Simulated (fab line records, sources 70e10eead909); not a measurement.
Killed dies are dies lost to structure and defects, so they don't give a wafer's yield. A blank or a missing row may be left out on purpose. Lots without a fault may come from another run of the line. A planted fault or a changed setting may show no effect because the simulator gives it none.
fab line records | flow nand_harc
record lots=23 wafers=69 last_day=33
route steps=1302 shown A_CHANNEL_HOLE_D2@594 A_CHANNEL_FILL_D2@614 A_STAIRCASE@686
lots that met no fault: from a run of the same line without faults
start_h: hours from the record's first day to the start of the lot's first wafer shown | wait_h: hours since the lot's step before | " the same as in the row above | L1.1+2: a row that stands for several wafers | - no value, or no start given | * or withheld: withheld | < > ~ a bound
route shown NAME@n: a module of which the file shows steps, and the number in the route of the first | usual: mean/standard deviation of fault-free wafers | same: alike in all rows | chamber/n: place in a boat | sites: the reading at each site | _std_site: their standard deviation | _edge_site: outer sites' mean less inner sites' | radius_mm: how far each site lies from the wafer's centre | mask NAME#n: copy n | behind: the tool/chamber that last shaped the wafer | hold: why the lot was held/for how many hours/how that ended | device: the transistor (n, p or np) that didn't switch | end of line: the same wafers' tests at the end of the route | a step without rows: its recipe alone | killed: dies lost to structure and defects at the first sort, not the wafer's yield | map: a wafer's dies, x killed, . not, _ none there
set.NAME: the setting as run; set.NAME@STEP: as run at that earlier step | model.NAME: the simulator's own value behind a step, which no gauge read
steps of the route over a sample of lots; a table a step, a row a wafer
services: from which hour (start_h, from the record's first day; less than 0 if before it) a tool's chamber was out of use, for how many hours, and why
## steps
# step NHARC_A_CHANNEL_HOLE_D2_ETCH_22
# recipe bias_v=3000 source_w=withheld pressure_mtorr=20 time_s=666.7 ar_flow_sccm=375 c4f8_flow_sccm=89.3 o2_flow_sccm=35.7 temp_c=-20 target_depth_a=16000 chemistry=C4F8/O2/Ar
# usual drypump_motor_current_A=6.12/0.27 showerhead_plenum_p_Torr=3.67/0.098 throttle_valve_pct=32.154/0.0098
# columns lot.wafer tool chamber start_h wait_h drypump_motor_current_A rf_hours_counter_h showerhead_plenum_p_Torr throttle_valve_pct
L074.4 har_etch-01 1 296.75 0.4 6.15 - 3.70 32.154
L074.6 " 1 " " 6.20 - 3.70 32.164
L074.5 " 0 " " 6.47 - 3.68 32.153
L076.1 har_etch-01 0 303.25 0.4 6.47 154 3.67 32.146
L076.4 " 0 " " 6.44 - 3.67 32.130
L076.5 " 1 " " 6.15 - 3.70 32.165
L075.2 har_etch-02 1 304.13 0.4 5.96 368 3.54 32.154
L075.3 " 1 " " 5.98 - 3.54 32.160
L075.6 " 0 " " 5.69 - 3.66 32.160
L077.2 har_etch-01 0 326.29 0.4 6.45 162 3.67 32.160
L077.4 " 1 " " 6.17 - 3.69 32.141
L077.5 " 1 " " 6.14 - 3.69 32.165
L078.1 har_etch-02 0 338.38 0.4 5.66 383 3.65 32.137
L078.4 " 1 " " 5.96 - 3.53 32.147
L078.5 " 0 " " 5.68 - 3.65 32.163
L079.2 har_etch-01 0 340.46 0.4 6.42 173 3.66 32.164
L079.1 " 1 " " 6.16 173 3.69 32.163
L079.3 " 0 " " 6.39 - 3.66 32.150
L080.2 har_etch-01 0 349.62 0.4 6.41 181 3.66 32.164
L080.6 " 1 " " 6.13 - 3.68 32.148
L080.5 " 0 " " 6.37 - 3.66 32.160
L082.1 har_etch-01 1 367.47 0.4 6.19 189 3.68 32.168
L082.4 " 1 " " 6.17 - 3.68 32.146
L082.6 " 1 " " 6.16 - 3.68 32.157
L081.1 har_etch-02 0 367.58 0.4 5.69 402 3.64 32.154
L081.5 " 1 " " 5.99 - 3.52 32.146
L081.6 " 0 " " 5.69 - 3.64 32.153
L083.2 har_etch-01 0 386.34 0.4 6.48 201 3.65 32.140
L083.3 " 1 " " 6.11 - 3.67 32.165
L083.5 " 1 " " 6.13 - 3.67 32.141
L086.1 har_etch-01 1 403.98 0.4 6.18 212 3.67 32.148
L086.4 " 1 " " 6.15 - 3.67 32.157
L086.3 " 0 " " 6.44 - 3.64 32.148
L085.1 har_etch-02 1 403.99 0.4 5.99 5 3.93 32.156
L085.3 " 1 " " 5.98 - 3.93 32.156
L085.4 " 0 " " 5.66 - 3.63 32.149
L084.2 har_etch-01 1 408.15 0.4 6.14 216 3.66 32.159
L084.3 " 1 " " 6.12 - 3.66 32.157
L084.6 " 0 " " 6.39 - 3.64 32.144
L087.4 har_etch-02 1 423.32 0.4 5.96 - 3.92 32.153
L087.5 " 0 " " 5.70 - 3.63 32.156
L087.6 " 1 " " 5.99 - 3.92 32.143
L088.2 har_etch-01 1 458.10 0.4 6.14 239 3.65 32.146
L088.4 " 0 " " 6.46 - 3.63 32.177
L088.5 " 1 " " 6.14 - 3.65 32.160
L089.2 har_etch-02 1 461.15 0.4 5.98 35 3.91 32.157
L089.4 " 0 " " 5.68 - 3.62 32.161
L089.6 " 1 " " 5.96 - 3.91 32.160
L090.2 har_etch-01 0 462.18 0.4 6.44 243 3.63 32.162
L090.1 " 1 " " 6.23 243 3.65 32.154
L090.6 " 1 " " 6.23 - 3.65 32.147
L091.1 har_etch-02 1 469.09 0.4 5.96 43 3.91 32.143
L091.2 " 0 " " 5.65 43 3.61 32.162
L091.6 " 0 " " 5.63 - 3.61 32.145
L093.3 har_etch-01 0 479.16 0.4 6.46 - 3.62 32.156
L093.4 " 1 " " 6.13 - 3.64 32.162
L093.5 " 0 " " 6.39 - 3.62 32.161
L092.4 har_etch-01 1 483.33 0.4 6.16 - 3.64 32.151
L092.3 " 0 " " 6.42 - 3.62 32.142
L092.5 " 1 " " 6.15 - 3.64 32.157
L095.2 har_etch-02 0 499.43 0.4 5.66 62 3.60 32.144
L095.6 " 1 " " 5.98 - 3.90 32.161
L095.5 " 0 " " 5.68 - 3.60 32.138
L096.1 har_etch-01 0 499.64 0.4 6.45 269 3.61 32.167
L096.3 " 1 " " 6.14 - 3.63 32.157
L096.6 " 1 " " 6.16 - 3.63 32.153
L097.3 har_etch-01 1 515.35 0.4 6.16 - 3.63 32.163
L097.4 " 0 " " 6.44 - 3.61 32.169
L097.6 " 0 " " 6.41 - 3.61 32.169
# step NHARC_A_CHANNEL_HOLE_D2_ETCH_27
# recipe bias_v=400 source_w=2000 pressure_mtorr=25 time_s=90 ar_flow_sccm=375 c4f8_flow_sccm=41.7 o2_flow_sccm=83.3 temp_c=-20 target_depth_a=4000 chemistry=C4F8/O2/Ar
# usual drypump_motor_current_A=6.13/0.28 rf_fwd_power_W=1988/6 showerhead_plenum_p_Torr=3.71/0.1 throttle_valve_pct=27.620/0.0094
# columns lot.wafer tool chamber start_h wait_h drypump_motor_current_A rf_fwd_power_W rf_hours_counter_h showerhead_plenum_p_Torr throttle_valve_pct
L074.4 har_etch-01 1 299.74 0.2 6.16 2004 - 3.74 27.629
L074.6 " 1 " " 6.12 2000 - 3.74 27.620
L074.5 " 0 " " 6.43 1984 - 3.71 27.617
L076.1 har_etch-01 0 306.35 0.2 6.44 1980 157 3.71 27.631
L076.4 " 0 " " 6.41 1991 - 3.71 27.606
L076.5 " 1 " " 6.16 1984 - 3.73 27.622
L075.2 har_etch-02 1 307.23 0.2 5.99 1991 371 3.57 27.616
L075.3 " 1 " " 5.96 1988 - 3.57 27.616
L075.6 " 0 " " 5.65 1985 - 3.70 27.618
L077.2 har_etch-01 0 329.41 0.2 6.45 1983 165 3.71 27.622
L077.4 " 1 " " 6.16 1997 - 3.73 27.629
L077.5 " 1 " " 6.21 1993 - 3.73 27.615
L078.1 har_etch-02 0 341.43 0.2 5.66 1996 386 3.69 27.606
L078.4 " 1 " " 5.99 1986 - 3.56 27.613
L078.5 " 0 " " 5.66 1986 - 3.69 27.626
L079.2 har_etch-01 0 343.56 0.2 6.40 1994 176 3.70 27.625
L079.1 " 1 " " 6.15 1986 176 3.72 27.602
L079.3 " 0 " " 6.45 1992 - 3.70 27.629
L080.2 har_etch-01 0 352.68 0.2 6.43 1990 184 3.70 27.604
L080.6 " 1 " " 6.15 1995 - 3.72 27.627
L080.5 " 0 " " 6.44 1987 - 3.70 27.615
L082.1 har_etch-01 1 370.50 0.2 6.13 1992 192 3.72 27.610
L082.4 " 1 " " 6.15 1989 - 3.72 27.616
L082.6 " 1 " " 6.14 1987 - 3.72 27.631
L081.1 har_etch-02 0 370.65 0.2 5.70 1983 405 3.68 27.614
L081.5 " 1 " " 5.98 1975 - 3.55 27.615
L081.6 " 0 " " 5.71 1979 - 3.68 27.616
L083.2 har_etch-01 0 389.40 0.2 6.52 1985 204 3.69 27.606
L083.3 " 1 " " 6.19 1986 - 3.71 27.624
L083.5 " 1 " " 6.21 1980 - 3.71 27.624
L086.1 har_etch-01 1 407.09 0.2 6.21 1989 215 3.70 27.624
L086.4 " 1 " " 6.15 1995 - 3.70 27.625
L086.3 " 0 " " 6.49 1990 - 3.68 27.623
L085.1 har_etch-02 1 407.11 0.2 5.98 1981 8 3.98 27.615
L085.3 " 1 " " 6.02 1979 - 3.98 27.622
L085.4 " 0 " " 5.69 1986 - 3.67 27.623
L084.2 har_etch-01 1 411.28 0.2 6.19 1995 219 3.70 27.613
L084.3 " 1 " " 6.19 1991 - 3.70 27.631
L084.6 " 0 " " 6.50 1977 - 3.68 27.625
L087.4 har_etch-02 1 426.22 0.2 6.00 1983 - 3.97 27.630
L087.5 " 0 " " 5.67 1980 - 3.66 27.633
L087.6 " 1 " " 6.00 1979 - 3.97 27.608
L088.2 har_etch-01 1 461.15 0.2 6.21 1993 242 3.69 27.616
L088.4 " 0 " " 6.47 2000 - 3.66 27.634
L088.5 " 1 " " 6.18 1984 - 3.69 27.606
L089.2 har_etch-02 1 464.22 0.2 6.01 1983 38 3.96 27.604
L089.4 " 0 " " 5.63 1989 - 3.65 27.620
L089.6 " 1 " " 5.96 1986 - 3.96 27.594
L090.2 har_etch-01 0 465.29 0.2 6.44 1982 246 3.66 27.624
L090.1 " 1 " " 6.15 1990 246 3.69 27.619
L090.6 " 1 " " 6.16 1981 - 3.68 27.627
L091.1 har_etch-02 1 472.19 0.2 5.98 1984 46 3.95 27.615
L091.2 " 0 " " 5.70 1979 46 3.65 27.612
L091.6 " 0 " " 5.64 1974 - 3.65 27.626
L093.3 har_etch-01 0 482.15 0.2 6.39 1993 - 3.65 27.619
L093.4 " 1 " " 6.17 1987 - 3.68 27.612
L093.5 " 0 " " 6.41 1994 - 3.65 27.613
L092.4 har_etch-01 1 486.31 0.2 6.13 1994 - 3.67 27.626
L092.3 " 0 " " 6.50 1992 - 3.65 27.620
L092.5 " 1 " " 6.12 1988 - 3.67 27.634
L095.2 har_etch-02 0 502.47 0.2 5.65 1984 65 3.64 27.636
L095.6 " 1 " " 5.98 1990 - 3.94 27.616
L095.5 " 0 " " 5.68 1995 - 3.64 27.620
L096.1 har_etch-01 0 502.73 0.2 6.41 1991 272 3.65 27.604
L096.3 " 1 " " 6.18 1994 - 3.67 27.610
L096.6 " 1 " " 6.14 1995 - 3.67 27.625
L097.3 har_etch-01 1 518.33 0.2 6.23 1980 - 3.66 27.627
L097.4 " 0 " " 6.40 1987 - 3.64 27.620
L097.6 " 0 " " 6.42 1980 - 3.64 27.613
# step NHARC_A_CHANNEL_HOLE_D2_ETCH_44
# recipe target_depth_a=1400 overetch_a=140 time_s=77 ion_energy_ev=100 cf4_flow_sccm=80 o2_flow_sccm=20 ar_flow_sccm=0 rf_w=300 bias_w=100 chemistry=CF4/O2
# usual drypump_motor_current_A=5.8/0.4 oes_product_au=0.999/0.0083 rf_fwd_power_W=297.9/1 rf_vpp_V=197.0/1.3 showerhead_plenum_p_Torr=1.30/0.044 throttle_valve_pct=13.398/0.0088
# columns lot.wafer tool chamber start_h wait_h drypump_motor_current_A oes_product_au rf_fwd_power_W rf_hours_counter_h rf_vpp_V showerhead_plenum_p_Torr throttle_valve_pct
L074.4 rie_diel-04 0 300.44 0.1 5.7 0.992 297.9 5.8 197.7 1.35 13.414
L074.6 " 2 " " 6.1 0.996 297.3 - 197.8 1.28 13.396
L074.5 " 3 " " 6.4 0.979 298.1 - 197.6 1.31 13.406
L076.4 rie_diel-11 0 307.14 0.1 5.7 1.006 297.1 2.6 198.7 1.39 13.397
L076.1 " 1 " " 5.4 0.999 300.3 3.2 199.1 1.43 13.406
L076.5 " 2 " " 6.3 0.994 298.3 - 197.8 1.29 13.399
L075.2 rie_diel-04 2 307.98 0.1 6.1 0.999 300.6 7.3 194.7 1.28 13.385
L075.3 " 0 " " 5.7 0.998 298.5 6.9 198.6 1.35 13.392
L075.6 " 3 " " 6.5 0.992 297.3 - 197.8 1.31 13.406
L077.2 rie_diel-04 2 330.20 0.1 6.2 0.998 298.8 8.7 196.8 1.28 13.399
L077.5 " 2 " " 6.2 1.003 297.5 - 196.9 1.28 13.393
L077.4 " 0 " " 5.7 0.996 299.0 - 197.8 1.35 13.390
L078.1 rie_diel-04 0 342.20 0.1 5.6 1.003 298.5 10.0 199.1 1.35 13.404
L078.4 " 2 " " 6.1 1.009 297.8 - 197.2 1.28 13.400
L078.5 " 0 " " 5.7 0.995 297.2 - 197.8 1.35 13.394
L079.1 rie_diel-07 3 344.31 0.1 5.8 1.013 298.3 1.4 195.4 1.28 13.404
L079.3 " 1 " " 5.1 0.991 297.5 2.1 197.3 1.33 13.401
L079.2 " 2 " " 5.3 0.995 296.8 2.2 196.6 1.26 13.395
L080.2 rie_diel-07 3 353.40 0.1 5.7 1.007 297.5 1.7 197.8 1.28 13.403
L080.6 " 2 " " 5.4 0.987 297.5 - 195.8 1.26 13.404
L080.5 " 3 " " 5.7 0.999 297.8 - 195.7 1.28 13.385
L082.1 rie_diel-07 3 371.22 0.1 5.7 1.006 297.2 2.7 197.1 1.28 13.383
L082.4 " 0 " " 5.7 1.006 296.9 4.1 196.2 1.28 13.388
L082.6 " 3 " " 5.7 1.001 298.0 - 196.2 1.28 13.394
L081.1 rie_diel-04 2 371.39 0.1 6.1 0.994 299.5 0.4 193.7 1.28 13.396
L081.5 " 3 " " 6.5 1.003 298.8 - 198.6 1.31 13.410
L081.6 " 0 " " 5.7 0.999 298.4 - 197.8 1.35 13.402
L083.3 rie_diel-04 2 390.14 0.1 6.2 1.005 296.3 0.9 196.9 1.28 13.397
L083.2 " 1 " " 6.1 0.999 297.8 1.3 195.2 1.25 13.390
L083.5 " 0 " " 5.8 1.001 298.7 - 198.3 1.35 13.386
L086.1 rie_diel-04 3 407.84 0.1 6.5 1.002 298.0 2.2 199.0 1.31 13.398
L086.4 " 0 " " 5.7 0.997 298.4 2.8 196.5 1.35 13.404
L086.3 " 2 " " 6.1 0.999 296.8 2.1 196.9 1.28 13.390
L085.4 rie_diel-07 1 407.85 0.1 5.1 0.994 297.7 4.4 197.1 1.33 13.396
L085.3 " 2 " " 5.3 0.995 296.5 4.5 196.3 1.26 13.401
L085.1 " 0 " " 5.6 1.009 296.2 5.1 193.6 1.28 13.402
L084.2 rie_diel-07 2 412.05 0.1 5.3 0.992 298.2 4.7 196.3 1.26 13.387
L084.3 " 3 " " 5.7 1.025 298.6 3.9 197.4 1.28 13.388
L084.6 " 1 " " 5.1 0.983 297.6 - 197.4 1.33 13.389
L087.4 rie_diel-04 1 426.88 0.1 6.1 1.003 298.7 3.6 196.4 1.24 13.410
L087.6 " 0 " " 5.7 1.007 297.9 - 198.5 1.35 13.402
L087.5 " 1 " " 6.1 0.994 299.0 - 195.8 1.24 13.400
L088.4 rie_diel-07 1 461.87 0.1 5.1 0.991 298.0 6.6 197.1 1.33 13.399
L088.2 " 0 " " 5.6 1.009 297.7 7.9 198.1 1.28 13.410
L088.5 " 1 " " 5.1 0.991 299.2 - 196.7 1.33 13.398
L089.4 rie_diel-04 2 464.95 0.1 6.1 1.002 297.1 4.9 195.5 1.27 13.395
L089.2 " 3 " " 6.5 0.995 296.9 5.2 198.7 1.31 13.402
L089.6 " 0 " " 5.7 1.008 297.1 - 198.1 1.35 13.404
L090.1 rie_diel-04 0 466.04 0.1 5.6 1.009 298.1 6.5 198.4 1.35 13.404
L090.2 " 2 " " 6.2 1.005 297.9 5.0 197.1 1.27 13.402
L090.6 " 3 " " 6.4 1.001 299.4 - 199.0 1.31 13.410
L091.1 rie_diel-11 1 472.93 0.1 5.4 0.997 298.7 3.0 200.4 1.43 13.393
L091.2 " 2 " " 6.3 0.987 296.6 3.0 196.3 1.29 13.388
L091.6 " 2 " " 6.3 0.986 297.4 - 197.6 1.29 13.407
L093.4 rie_diel-11 1 482.83 0.1 5.4 0.993 298.2 4.0 198.8 1.43 13.398
L093.3 " 0 " " 5.7 0.991 297.3 4.0 200.2 1.39 13.413
L093.5 " 1 " " 5.4 0.994 297.8 - 200.7 1.43 13.399
L092.4 rie_diel-04 1 487.00 0.1 6.1 1.002 299.8 7.8 197.4 1.24 13.391
L092.3 " 0 " " 5.7 1.004 298.4 7.9 197.5 1.35 13.394
L092.5 " 1 " " 6.1 0.993 298.4 - 197.3 1.24 13.397
L095.2 rie_diel-04 1 503.20 0.1 6.1 1.005 298.0 8.9 195.5 1.24 13.414
L095.5 " 3 " " 6.5 1.013 300.2 - 196.2 1.31 13.392
L095.6 " 0 " " 5.7 1.010 300.1 - 197.4 1.35 13.407
L096.1 rie_diel-07 2 503.48 0.1 5.3 0.994 297.0 2.2 194.2 1.26 13.395
L096.3 " 3 " " 5.7 1.005 296.5 1.8 196.3 1.28 13.386
L096.6 " 2 " " 5.3 0.992 297.4 - 197.3 1.26 13.388
L097.3 rie_diel-04 3 519.04 0.1 6.5 1.004 297.8 8.2 197.2 1.31 13.400
L097.4 " 0 " " 5.7 1.013 297.2 9.3 196.9 1.35 13.407
L097.6 " 2 " " 6.2 1.005 298.0 - 195.0 1.27 13.395
# step NHARC_A_CHANNEL_FILL_D2_ALD_14
# recipe target_thk_a=25 pulse_time_s=10 ald_cycles=25 temp_c=300 material=SiO2
# usual heater_power_w=451/46 precursor_pulse_height_rel=1.003/0.02 susceptor_temp_C=300.01/0.2
# columns lot.wafer tool chamber start_h wait_h heater_power_w precursor_pulse_height_rel susceptor_temp_C
L074.4 ald_hk-02 0 308.97 0.5 461 0.997 299.97
L074.6 " 2 " " 498 1.023 300.21
L074.5 " 3 " " 408 0.989 299.98
L075.2 ald_hk-02 2 315.49 0.1 491 0.987 299.87
L075.3 " 3 " " 410 1.007 299.94
L075.6 " 1 " " 441 1.015 299.91
L076.4 ald_hk-04 0 315.50 0.1 379 0.966 299.60
L076.1 " 2 " " 497 0.979 300.02
L076.5 " 0 " " 371 1.001 299.90
L077.4 ald_hk-02 2 338.53 0.1 511 0.958 300.12
L077.2 " 3 " " 409 1.018 299.76
L077.5 " 1 " " 443 0.998 299.98
L078.4 ald_hk-04 1 350.54 0.0 521 0.983 -
L078.1 " 3 " " 402 1.010 -
L078.5 " 2 " " 472 1.025 -
L079.2 ald_hk-04 2 350.76 0.3 490 0.998 300.03
L079.1 " 3 " " 409 0.986 300.08
L079.3 " 1 " " 495 0.996 300.14
L080.2 ald_hk-01 2 361.80 0.1 452 0.977 299.61
L080.6 " 1 " " 533 1.001 300.31
L080.5 " 2 " " 455 1.024 300.17
L081.1 ald_hk-02 1 381.42 2.1 458 1.017 299.90
L081.6 " 3 " " 392 1.010 300.09
L081.5 " 0 " " 440 1.014 299.95
L082.4 ald_hk-02 0 381.56 2.2 455 1.047 300.35
L082.1 " 3 " " 382 1.032 300.25
L082.6 " 1 " " 456 1.002 300.10
L083.2 ald_hk-04 1 399.94 0.0 502 1.032 300.00
L083.3 " 3 " " 405 1.022 300.11
L083.5 " 1 " " 516 0.998 300.26
L085.3 ald_hk-01 0 416.00 0.0 440 1.007 300.10
L085.1 " 1 " " 547 1.014 299.82
L085.4 " 2 " " 452 1.012 299.90
L086.4 ald_hk-01 3 416.26 0.3 410 0.997 300.01
L086.3 " 0 " " 444 1.022 300.01
L086.1 " 1 " " 538 1.005 299.94
L084.3 ald_hk-04 3 420.29 0.1 407 0.995 299.86
L084.2 " 1 " " 500 1.030 300.27
L084.6 " 2 " " 484 1.023 299.83
L087.4 ald_hk-01 2 435.05 0.0 470 1.001 299.92
L087.6 " 2 " " 462 0.995 299.82
L087.5 " 3 " " 411 1.010 299.91
L088.2 ald_hk-04 3 470.06 0.0 421 1.022 300.18
L088.4 " 1 " " 505 1.013 299.64
L088.5 " 3 " " 412 0.981 300.21
L090.1 ald_hk-01 0 473.11 0.0 437 0.979 300.11
L090.2 " 1 " " 523 0.973 300.02
L090.6 " 1 " " 537 0.999 300.14
L089.2 ald_hk-04 2 473.19 0.1 477 1.022 300.22
L089.4 " 3 " " 432 1.024 300.12
L089.6 " 1 " " 498 0.987 300.08
L091.2 ald_hk-02 1 481.19 0.1 457 0.984 300.30
L091.1 " 2 " " 491 1.007 300.11
L091.6 " 1 " " 450 0.999 300.08
L093.4 ald_hk-04 2 491.05 0.1 463 1.035 299.96
L093.3 " 3 " " 412 1.043 299.98
L093.5 " 1 " " 502 0.992 299.98
L092.3 ald_hk-04 0 495.20 0.1 394 1.006 300.10
L092.4 " 1 " " 498 1.036 299.75
L092.5 " 0 " " 385 1.030 300.13
L096.3 ald_hk-01 0 512.01 0.0 440 1.008 300.03
L096.1 " 2 " " 451 0.996 300.06
L096.6 " 1 " " 536 0.979 299.77
L095.2 ald_hk-04 3 512.04 0.1 421 0.986 300.11
L095.6 " 2 " " 478 1.012 300.00
L095.5 " 3 " " 423 1.016 300.00
L097.4 ald_hk-02 0 527.35 0.1 451 1.001 299.69
L097.3 " 1 " " 462 0.980 300.02
L097.6 " 3 " " 397 1.014 300.06
# step NHARC_A_STAIRCASE_STRIP_175
# recipe power_w=1500 temp_c=250 chemistry=O2
# usual drypump_motor_current_A=5.7/0.57 heater_power_w=328/26
# columns lot.wafer tool chamber start_h wait_h drypump_motor_current_A heater_power_w rf_hours_counter_h
L074.4 plasma_asher-01 1 356.51 0.2 6.3 311 -
L074.6 " 0 " " 6.0 359 -
L074.5 " 1 " " 6.3 303 -
L076.1 plasma_asher-02 1 361.08 0.1 5.1 344 22
L076.4 " 0 " " 5.0 300 -
L076.5 " 1 " " 5.1 351 -
L075.2 plasma_asher-02 1 361.38 0.1 5.1 348 22
L075.3 " 0 " " 5.0 298 -
L075.6 " 0 " " 4.9 298 -
L077.2 plasma_asher-01 0 386.11 0.1 6.0 362 8
L077.4 " 0 " " 6.0 364 -
L077.5 " 1 " " 6.3 312 -
L078.1 plasma_asher-01 1 401.10 0.1 6.3 306 11
L078.4 " 0 " " 6.0 363 -
L078.5 " 0 " " 6.0 354 -
L079.1 plasma_asher-02 0 402.07 0.1 4.9 290 29
L079.2 " 1 " " 5.1 351 29
L079.3 " 1 " " 5.1 349 -
L080.2 plasma_asher-02 0 410.91 0.1 5.0 294 32
L080.6 " 1 " " 5.1 353 -
L080.5 " 0 " " 5.0 293 -
L082.1 plasma_asher-01 0 427.74 0.1 6.0 362 15
L082.4 " 0 " " 6.0 359 -
L082.6 " 0 " " 6.0 350 -
L081.1 plasma_asher-01 1 428.16 0.3 6.3 310 16
L081.6 " 0 " " 6.1 360 -
L081.5 " 1 " " 6.3 310 -
L083.2 plasma_asher-01 0 446.49 0.1 6.1 358 22
L083.3 " 1 " " 6.3 304 -
L083.5 " 0 " " 6.0 364 -
L086.1 plasma_asher-02 0 464.80 0.1 4.9 309 8
L086.4 " 0 " " 4.9 314 -
L086.3 " 1 " " 5.1 342 -
L085.1 plasma_asher-01 1 465.08 0.1 6.2 304 26
L085.3 " 0 " " 6.0 353 -
L085.4 " 1 " " 6.3 310 -
L084.2 plasma_asher-02 0 466.25 0.1 5.0 304 8
L084.3 " 1 " " 5.1 343 -
L084.6 " 1 " " 5.1 333 -
L087.4 plasma_asher-01 0 485.18 0.2 6.0 355 -
L087.5 " 0 " " 6.0 363 -
L087.6 " 1 " " 6.3 315 -
L088.2 plasma_asher-01 0 518.30 0.1 6.0 352 33
L088.4 " 0 " " 6.0 354 -
L088.5 " 0 " " 6.0 351 -
L090.1 plasma_asher-01 0 518.58 0.2 6.0 357 33
L090.2 " 1 " " 6.2 308 33
L090.6 " 1 " " 6.3 303 -
L089.2 plasma_asher-02 0 523.68 0.7 5.0 309 21
L089.4 " 0 " " 5.0 308 -
L089.6 " 1 " " 5.0 344 -
L091.1 plasma_asher-02 0 529.59 0.1 5.0 303 23
L091.2 " 1 " " 5.1 328 23
L091.6 " 1 " " 5.1 337 -
L092.3 plasma_asher-02 1 539.18 0.2 5.1 334 -
L092.4 " 0 " " 4.9 308 -
L092.5 " 0 " " 4.9 307 -
L093.4 plasma_asher-01 1 539.36 0.2 6.2 308 -
L093.3 " 0 " " 6.1 371 -
L093.5 " 0 " " 6.0 374 -
L095.2 plasma_asher-01 0 561.57 0.1 6.0 373 6
L095.5 " 0 " " 6.1 369 -
L095.6 " 1 " " 6.2 307 -
L096.1 plasma_asher-01 0 562.17 0.4 6.0 358 7
L096.3 " 1 " " 6.2 301 -
L096.6 " 1 " " 6.3 309 -
L097.4 plasma_asher-02 0 573.63 0.2 4.9 298 -
L097.3 " 1 " " 5.1 330 -
L097.6 " 0 " " 4.9 303 -
# step NHARC_A_STAIRCASE_ETCH_194
# recipe target_depth_a=1000 time_s=40.5 ion_energy_ev=400 c4f8_flow_sccm=20 o2_flow_sccm=10 ar_flow_sccm=withheld rf_w=600 bias_w=1000 chemistry=C4F8/O2
# usual oes_product_au=0.944/0.011 rf_fwd_power_W=592/3.3 rf_vpp_V=898/3.9
# columns lot.wafer tool chamber start_h wait_h oes_product_au rf_fwd_power_W rf_hours_counter_h rf_vpp_V
L074.4 rie_diel-05 2 - - 0.968 596 33 897
L074.6 " 1 " " 0.961 592 - 896
L074.5 " 2 " " 0.962 595 - 896
L076.4 rie_diel-05 3 - - 0.936 598 39 898
L076.1 " 0 " " 0.950 588 42 905
L076.5 " 2 " " 0.938 592 - 897
L075.2 rie_diel-02 2 - - 0.944 586 48 899
L075.3 " 3 " " 0.955 594 49 893
L075.6 " 2 " " 0.958 589 - 898
L077.4 rie_diel-08 3 - - 0.953 593 2 897
L077.2 " 2 " " 0.965 587 2 899
L077.5 " 3 " " 0.951 595 - 897
L078.1 rie_diel-05 1 - - 0.959 593 63 895
L078.4 " 3 " " 0.946 594 54 898
L078.5 " 1 " " 0.961 591 - 896
L079.1 rie_diel-05 0 - - 0.942 595 56 903
L079.2 " 2 " " 0.942 595 50 897
L079.3 " 3 " " 0.940 595 55 897
L080.2 rie_diel-08 3 - - 0.946 593 12 896
L080.6 " 0 " " 0.952 591 - 895
L080.5 " 1 " " 0.955 592 - 905
L082.1 rie_diel-08 2 - - 0.955 585 16 899
L082.4 " 0 " " 0.947 589 17 894
L082.6 " 3 " " 0.933 595 - 894
L081.1 rie_diel-02 3 - - 0.933 592 10 891
L081.6 " 3 " " 0.939 594 - 892
L081.5 " 0 " " 0.933 593 - 901
L083.3 rie_diel-05 0 - - 0.945 592 6 903
L083.2 " 3 " " 0.934 599 11 898
L083.5 " 0 " " 0.937 594 - 904
L086.4 rie_diel-05 1 - - 0.932 592 13 894
L086.3 " 3 " " 0.941 596 15 897
L086.1 " 0 " " 0.954 593 9 904
L084.3 rie_diel-05 3 - - 0.940 594 16 897
L084.2 " 0 " " 0.939 594 10 904
L084.6 " 3 " " 0.931 596 - 897
L085.1 rie_diel-08 1 - - 0.949 592 26 904
L085.4 " 2 " " 0.960 588 28 898
L085.3 " 3 " " 0.943 593 33 895
L087.4 rie_diel-02 3 - - 0.937 593 28 891
L087.5 " 1 " " 0.921 590 - 902
L087.6 " 2 " " 0.955 587 - 898
L088.2 rie_diel-08 0 - - 0.931 589 43 894
L088.4 " 1 " " 0.928 590 37 904
L088.5 " 3 " " 0.935 594 - 896
L090.2 rie_diel-08 1 - - 0.934 591 37 905
L090.1 " 2 " " 0.953 588 41 897
L090.6 " 1 " " 0.937 590 - 905
L089.4 rie_diel-02 2 - - 0.942 586 43 896
L089.2 " 0 " " 0.928 595 36 901
L089.6 " 3 " " 0.957 589 - 891
L091.2 rie_diel-08 0 - - 0.938 591 46 895
L091.1 " 2 " " 0.972 587 45 897
L091.6 " 0 " " 0.938 590 - 896
L092.4 rie_diel-08 3 - - 0.943 590 54 897
L092.3 " 2 " " 0.950 585 48 899
L092.5 " 0 " " 0.942 590 - 894
L093.4 rie_diel-05 2 - - 0.946 596 37 897
L093.3 " 3 " " 0.954 598 31 897
L093.5 " 3 " " 0.941 596 - 898
L095.2 rie_diel-02 0 - - 0.926 596 55 900
L095.5 " 1 " " 0.931 593 - 903
L095.6 " 2 " " 0.948 586 - 896
L096.1 rie_diel-08 3 - - 0.951 590 3 896
L096.3 " 0 " " 0.931 587 5 894
L096.6 " 2 " " 0.951 584 - 898
L097.4 rie_diel-05 3 - - 0.928 599 45 897
L097.3 " 0 " " 0.942 592 42 903
L097.6 " 2 " " 0.926 595 - 896
## services
# columns tool chamber start_h hours kind
rie_diel-08 0 275.45 3.4 repair
rie_diel-08 2 276.88 22.1 repair
plasma_asher-02 - 278.78 1.4 repair
rie_diel-04 3 319.71 31.3 repair
rie_diel-05 2 324.99 19.8 repair
plasma_asher-01 - 342.00 9.0 pm
rie_diel-04 - 354.90 9.0 pm
rie_diel-05 0 369.60 8.5 repair
plasma_asher-02 - 369.82 6.8 repair
rie_diel-08 - 370.35 9.0 pm
har_etch-02 - 379.78 17.0 pm
rie_diel-04 3 388.80 2.0 repair
rie_diel-05 - 409.06 9.0 pm
har_etch-01 - 418.72 2.4 repair
plasma_asher-02 - 426.00 9.0 pm
rie_diel-08 3 427.00 1.3 repair
rie_diel-05 - 431.97 0.5 repair
plasma_asher-01 - 442.15 1.8 repair
plasma_asher-01 - 479.95 5.0 repair
rie_diel-04 2 489.03 1.6 repair
plasma_asher-01 - 510.16 2.4 repair
plasma_asher-01 - 519.13 9.0 pm
rie_diel-04 - 531.90 9.0 pm
plasma_asher-01 - 554.23 5.4 repair
## key
fault none
